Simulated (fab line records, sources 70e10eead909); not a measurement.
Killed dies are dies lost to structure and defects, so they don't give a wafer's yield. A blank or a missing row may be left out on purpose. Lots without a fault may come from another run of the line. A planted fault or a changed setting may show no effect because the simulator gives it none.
Problem report in the 8D (eight disciplines) form, filled by code | flow nand_harc | the parts of the form that need people (team, actions taken, sign-off) are left out

1. THE PROBLEM
raw_defect_count at NHARC_P_GATE_INSPECT_28 reads a mean of 265.0 on 1 wafer of 1 lot; wafers without a fault read 6.3 with a standard deviation of 3. That is +86 standard deviations from the usual mean.
First seen on wafer L366.4, day 7 02:28, on defect_inspect-02. The record holds 36 wafers of 12 lots with a number at this step. Rule for "out", or "out of limits": more than 4 standard deviations from the usual mean. The other wafers with a number count as sound.

2. WHAT IT IS AND WHAT IT IS NOT
question                    | is                | is not
which readings at this step | raw_defect_count  | -
which lots                  | L366              | L357, L359, L360, L363, L372, L374, L375, L377, L378, L379, L380
which wafers of those lots  | L366.4            | L366.3, L366.5
read on which gauges        | defect_inspect-02 | defect_inspect-01
when                        | from day 7 02:28  | up to then (14 sound wafers); but 21 sound wafers of L372, L374, L375, L377, L378, L379, L380 came after

3. SUSPECTS, AND WHAT RULES EACH OUT
Counting: a tool at a process step up to the reading stays a suspect if it ran every lot that is out. Sound lots after the first of them don't rule it out here, since some wafers of a struck lot are sound.
- the gauge at NHARC_P_GATE_INSPECT_28: ruled out. All the wafers that are out were read on defect_inspect-02, but those of them that NHARC_END_SORT_01 has rows for are out there too, on other tools.
- rie_diel-02 at NHARC_P_STI_ETCH_31 (etches the open film in CF4/CHF3, target depth 108.9 nm, time 54.5 s): kept. It ran the lot that is out, L366 (day 4 22:02); its last sound lot up to then is L363 (day 3 23:56). NHARC_P_STI_ETCH_31 gives no start for some lots, so the hours and the order of its lots are those of NHARC_P_STI_OCD_MEAS_17.
- wet_bench-01 at NHARC_P_STI_STRIP_24 (strips Si3N4 in H3PO4): kept. It ran the lot that is out, L366 (day 5 18:36); its last sound lot up to then is L359 (day 3 16:48).
- Within rie_diel-02 at NHARC_P_STI_ETCH_31: the wafers that are out ran in chamber 0; their sound lot-mates ran in chambers 2, 3.
Left after counting: rie_diel-02 at NHARC_P_STI_ETCH_31, wet_bench-01 at NHARC_P_STI_STRIP_24.

4. THE CAUSE (what the simulator had put in)
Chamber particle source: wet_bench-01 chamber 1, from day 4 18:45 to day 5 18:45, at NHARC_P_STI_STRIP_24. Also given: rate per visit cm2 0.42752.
Counting left 2 suspects, and this tool is among them.

5. THE CHAIN OF EFFECTS, in route order
Each row: a reading whose mean over the struck wafers that have a number lies more than 3 standard deviations from the usual. Only readings for which the record gives a usual standard deviation are gone through. hours: the time from each lot's start at the first step in this table that gives one to its start at this step, as a median over the lots. sigmas: the change in usual standard deviations.
hours | step                    | reading             | usual | on struck wafers | change | sigmas
0     | NHARC_P_GATE_INSPECT_28 | raw_defect_count    | 6.3   | 265.0            | +258.7 | +86
356   | NHARC_END_SORT_01       | killed_at_periphery | 2.9   | 50.0             | +47.1  | +24
356   | NHARC_END_SORT_01       | killed_dies         | 32    | 92               | +60    | +5.5

6. WHAT WOULD HAVE CAUGHT IT SOONER
In this record the first reading out of limits at a measuring or inspecting step was taken at day 7 02:28, 56 hours after the fault began at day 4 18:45.
All the lots that are out (1) had begun NHARC_P_STI_STRIP_24 on wet_bench-01 by day 7 02:28. A hold on the tool at that time would have spared none of them.
